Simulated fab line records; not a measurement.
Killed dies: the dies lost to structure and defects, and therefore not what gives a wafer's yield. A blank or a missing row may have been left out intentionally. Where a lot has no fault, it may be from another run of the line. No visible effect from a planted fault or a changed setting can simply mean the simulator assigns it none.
Comparing a struck lot with a sound one | flow nandHarc | 13 steps out of a route of 1302
Sound: these wafers, L311.1, L311.3, L311.6. Struck: wafers L304.2, L304.3, L304.6. The cause is named last.
For every step that has rows: the tool of each side, followed by ch and its chambers, followed by its first start. Under that, the readings that differ: sound wafers | struck wafers | difference of the means | sigmas: that difference in standard deviations of wafers without a fault.
alike: words and numbers the same on both sides, and readings whose means are apart by under 2 such deviations; not compared: readings that were withheld, readings missing a value for some wafer, numbers with overlapping values and no deviation given by the record, and bounds like >300 which may hide the same value.
A row with sigmas, a row that says differs or no value, or rows on one side alone: a step with any of these is where the two part. When numbers do not overlap yet have no deviation, they are printed without sigmas and do not part them. A reading that every wafer of one side lacks parts them only if that side has two wafers or more.

NHARC_A_CHANNEL_FILL_D1_ETCHBACK_08: etches the open film in C4F8, target depth 220 nm, time 110 s.
  sound on rieDiel-05 ch 0,1,2; struck on rieDiel-05 ch 0,2,3
  alike: chamberPressureMTorr, oesProductAu, rfVppV
  not compared: rfHoursCounterH
NHARC_A_CHANNEL_FILL_D1_STRIP_29: strips in O2, time 20 s.
  sound on rieDiel-05 ch 0,1,2; struck on rieDiel-05 ch 0,2,3
  alike: chamberPressureMTorr, drypumpMotorCurrentA, oesProductAu, rfVppV, showerheadPlenumPTorr, throttleValvePct
  not compared: rfHoursCounterH
then, 3 steps without rows for these wafers: NHARC_A_CHANNEL_FILL_D1_PRECLEAN_30 (cleans in dHF, time 30 s); NHARC_A_CHANNEL_FILL_D1_SRD_31; NHARC_A_CHANNEL_FILL_D1_CVD_09 (deposits poly-Si, target thk 150 nm, time 3000 s).
NHARC_A_CHANNEL_FILL_D1_CMP_10: polishes, target thk 150 nm.
  sound on cmp-03 ch 1,2, day 19 20:24; struck on cmp-03 ch 0,1,2, day 17 00:36
  alike: motorCurrentA, timeToEndpointS
then, 1 step without rows for these wafers: NHARC_A_CHANNEL_FILL_D1_SRD_12.
NHARC_A_CHANNEL_FILL_D1_INSPECT_13:
  sound on defectInspect-02 at day 19 20:47; struck on defectInspect-02 at day 17 01:02
  alike: rawDefectCount
NHARC_A_DECK1_JOINT_ETCHBACK_07: etches the open film in HBr, target depth 105 nm, time 26.9 s.
  sound on rieSi-03 ch 0,1,2, day 19 20:50; struck on rieSi-02 ch 0,1,2, day 17 01:07
  alike: chamberPressureMTorr, drypumpMotorCurrentA, oesProductAu, throttleValvePct
  not compared: rfHoursCounterH
then, 1 step without rows for these wafers: NHARC_A_DECK1_JOINT_ETCH_25 (etches SiO2 in dHF, target depth 0.5 nm).
NHARC_A_DECK1_JOINT_ETCH_19: etches poly-Si in TMAH, target depth 3 nm.
  sound on wetBench-09 ch 1,3,6, day 19 21:01; struck on wetBench-09 ch 1,2,5, day 17 01:16
  no value came back on the struck wafers for bathHeatDutyPct (%), tempC (C); on the sound wafers bathHeatDutyPct (%) reads 5.7 5.2 5.9
then, 1 step without rows for these wafers: NHARC_A_DECK1_JOINT_ETCH_18 (etches SiO2 in dHF, target depth 3 nm).
-- the record jumps here: 14 days lie between the struck wafers' starts before and after (it left off in module A_DECK1_JOINT and takes up again in module END, whose first step shown is number 1302 of the route) --
NHARC_END_SORT_01:
  at this point the record logs the struck wafers (prober-01 ch 0, day 30 15:49) and has no rows for the sound ones

WHERE THEY PART
Earliest at NHARC_A_DECK1_JOINT_ETCH_19; latest, in this record, at NHARC_END_SORT_01.

WHY: whatever the simulator had introduced
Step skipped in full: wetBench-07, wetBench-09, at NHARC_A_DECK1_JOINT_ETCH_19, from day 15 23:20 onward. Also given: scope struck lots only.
